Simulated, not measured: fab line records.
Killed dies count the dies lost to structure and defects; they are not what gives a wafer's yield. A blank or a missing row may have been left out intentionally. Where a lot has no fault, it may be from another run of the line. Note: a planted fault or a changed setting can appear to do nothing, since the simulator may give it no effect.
The tool behind it: which one? -- flow nand-harc -- 6 lots with 18 wafers sampled at 5 steps, on a route of 1302 steps

== WHAT THE GAUGES SHOWED, per wafer ==
NHARC_P_M2_CD_MEAS_09: the cd target is 170 nm.
lot,measured,on,cd-nm (nm)
L979,day 7 23:02,cd-sem-02,170.0 170.9 171.3
L983,day 9 04:37,cd-sem-01,170.1 169.8 170.3
L986,day 10 08:11,cd-sem-01,170.2 169.6 169.2
L992,day 13 04:35,cd-sem-02,170.1 169.8 170.0
L995,day 14 07:50,cd-sem-03,177.2 177.0 177.3
L999,day 15 23:50,cd-sem-03,169.8 169.8 169.5

== TOOL THAT RAN EACH LOT (tool first, then ch and the chambers of the sampled wafers, then the start) ==
lot,NHARC_P_M1_DEGAS_29,NHARC_P_M1_PVD_21,NHARC_P_M1_PRE_CLEAN_32,NHARC_P_M2_PEB_07
L979,"pvd-sputter-03, day 7 19:39","pvd-sputter-03, day 7 21:50 or earlier","pecvd-03 ch 1,2, day 7 21:50","litho-track-01 ch 0, day 7 22:57"
L983,"pvd-sputter-02, day 9 01:25","pvd-sputter-02, day 9 03:03 or earlier","pecvd-03 ch 0, day 9 03:03","litho-track-06 ch 0, day 9 04:32"
L986,"pvd-sputter-03, day 10 05:22","pvd-sputter-03, day 10 07:02 or earlier","pecvd-03 ch 0,1, day 10 07:02","litho-track-04 ch 0, day 10 08:07"
L992,"pvd-sputter-03, day 13 01:23","pvd-sputter-03, day 13 03:15 or earlier","pecvd-02 ch 0,1,2, day 13 03:15","litho-track-06 ch 0, day 13 04:30"
L995,"pvd-sputter-02, day 14 04:59","pvd-sputter-02, day 14 06:39 or earlier","pecvd-02 ch 0,2, day 14 06:39","litho-track-06 ch 0, day 14 07:45"
L999,"pvd-sputter-02, day 15 20:53","pvd-sputter-02, day 15 22:32 or earlier","pecvd-02 ch 0,1,2, day 15 22:32","litho-track-04 ch 0, day 15 23:45"
- NHARC_P_M1_DEGAS_29: time 60 s.
- NHARC_P_M1_PVD_21: deposits Cu, target thk 30 nm, time 20.49 s.
- NHARC_P_M1_PRE_CLEAN_32: time 12 s.
- NHARC_P_M2_PEB_07: peb time 65 s.

== THE ANSWER, worked out from the rows above alone ==
Rule: what is usual is taken from the lots themselves. The widest of any qualifying gaps counts: lots, ordered by their means at a reading, are off when they make up no more than a third of the lots, leave a main group of 4 or more, and stand apart from it by 3 or more times the standard deviation of that group's means. Not used: any main group whose means are identical at the precision the tables above print for the reading. Also off: a lot with no number at a reading for which 4 or more lots have one. All remaining lots with rows at the step are treated as sound.
Off: L995, at NHARC_P_M2_CD_MEAS_09 (cd-nm). For the main group the mean is 170.0 nm and the standard deviation 0.38.
A tool fits if, at a process step before that reading, it ran every lot that is off, and no sound lot after the first of them. The gauges at NHARC_P_M2_CD_MEAS_09 are tried like those tools. With no start given for some of its lots, NHARC_P_M1_PVD_21 uses the hours and lot order of NHARC_P_M1_PRE_CLEAN_32. One candidate fits, namely litho-track-06 at NHARC_P_M2_PEB_07. Its last sound lot is L992 (day 13 04:30), its first lot that is off L995 (day 14 07:45): a fault that began between those two fits.

== WHAT HAD BEEN PUT IN BY THE SIMULATOR ==
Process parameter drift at NHARC_P_M2_PEB_07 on litho-track-06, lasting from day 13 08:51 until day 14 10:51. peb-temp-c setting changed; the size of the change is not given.
Lots struck among those shown: L995. The rule above found the same.
